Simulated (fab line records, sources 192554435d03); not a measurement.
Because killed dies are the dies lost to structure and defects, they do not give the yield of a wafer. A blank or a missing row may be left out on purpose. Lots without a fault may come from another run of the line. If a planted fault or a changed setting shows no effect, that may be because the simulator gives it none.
Which tool did it? ; flow n5Finfet ; 72 wafers from 24 lots sampled at 2 of the route's 1938 steps

WHAT THE GAUGES SHOWED, per wafer
N5_BEOL_M7_OVL_MEAS_12.
lot;measured;on;M7_OVL (nm)
L074;day 8 23:21;overlay-02;0.7 2.0 0.5
L076;day 9 04:34;overlay-02;-0.3 0.1 0.3
L075;day 9 08:26;overlay-01;-0.3 0.4 0.2
L078;day 9 11:28;overlay-01;-0.9 0.1 -0.8
L077;day 9 16:35;overlay-01;0.6 -0.5 0.8
L079;day 10 01:52;overlay-02;1.8 1.3 1.9
L080;day 10 05:44;overlay-02;2.9 1.0 2.0
L081;day 10 11:13;overlay-02;-1.1 -0.5 0.2
L082;day 10 22:39;overlay-01;0.0 0.9 -1.3
L083;day 11 03:26;overlay-02;1.2 1.0 0.7
L084;day 11 09:16;overlay-02;0.3 0.4 -0.3
L085;day 11 13:04;overlay-01;-0.7 -0.5 0.9
L086;day 11 22:16;overlay-02;1.7 0.3 0.7
L087;day 12 04:50;overlay-02;-0.6 0.0 0.1
L088;day 12 08:49;overlay-02;0.8 1.4 1.2
L089;day 12 11:56;overlay-02;-0.1 0.9 0.4
L090;day 12 13:42;overlay-01;0.8 0.7 0.7
L091;day 13 04:05;overlay-01;0.4 0.1 1.4
L092;day 13 13:10;overlay-02;-1.0 -1.3 -0.3
L094;day 13 18:41;overlay-02;0.9 0.2 0.0
L093;day 14 00:47;overlay-02;-1.1 0.6 -0.4
L095;day 14 04:59;overlay-01;0.3 1.0 0.5
L096;day 14 14:04;overlay-01;0.9 1.9 0.1
L097;day 14 21:22;overlay-02;0.5 1.3 0.1

N5_BEOL_M7_INSPECT_13: inspects for defects (brightfield).
lot;measured;on;rawDefectCount
L074;day 8 23:22;defectInspect-01;384 521 508
L076;day 9 04:35;defectInspect-02;377 342 296
L075;day 9 08:28;defectInspect-01;326 556 434
L078;day 9 11:29;defectInspect-01;479 574 568
L077;day 9 16:36;defectInspect-01;505 474 498
L079;day 10 01:53;defectInspect-01;315 253 398
L080;day 10 05:46;defectInspect-01;391 362 314
L081;day 10 11:15;defectInspect-01;386 343 413
L082;day 10 22:40;defectInspect-01;501 384 401
L083;day 11 03:28;defectInspect-02;486 533 435
L084;day 11 09:17;defectInspect-01;601 378 483
L085;day 11 13:06;defectInspect-01;497 399 520
L086;day 11 22:17;defectInspect-02;580 546 420
L087;day 12 04:52;defectInspect-02;326 369 354
L088;day 12 08:50;defectInspect-01;728 386 404
L089;day 12 11:57;defectInspect-02;378 441 513
L090;day 12 13:44;defectInspect-01;370 349 378
L091;day 13 04:06;defectInspect-02;465 452 501
L092;day 13 13:11;defectInspect-01;499 382 641
L094;day 13 18:43;defectInspect-02;450 381 463
L093;day 14 00:49;defectInspect-01;671 410 520
L095;day 14 05:01;defectInspect-02;275 285 272
L096;day 14 14:05;defectInspect-01;553 513 485
L097;day 14 21:23;defectInspect-02;278 332 248

WHICH TOOL RAN EACH LOT (tool, then ch and the chambers of the sampled wafers, then the start)
The record shows no process step preceding these readings.

AS READ BY THE TOOLS THEMSELVES (means over the sampled wafers that have a number; for cases with no such wafer, the mark the record gives instead)
The record holds no such reading with a usual standard deviation.

THE ANSWER, worked out from the rows above alone
Rule: the usual values come from the lots themselves. Put in order of their means at a reading, lots are off if they are a third of the lots or fewer, leave a main group of 4 or more, and stand apart from it by a gap of 3 or more times the standard deviation of the main group's means; of several such gaps the widest counts. Not used: any main group whose means are identical at the precision the tables above print for the reading. Also off: a lot with no number at a reading for which 4 or more lots have one. Where the step has rows for the other lots, those lots are counted as sound. Order of review: gauges by route order, followed by the tools' own readings, for which a lot's mean as printed above is used. At the first step where some lot is off, the reading lying furthest off is the one used; lots without a number count as furthest.
No lot is off on any of the readings shown, so nothing can be concluded from this.

WHAT HAD BEEN PUT IN BY THE SIMULATOR
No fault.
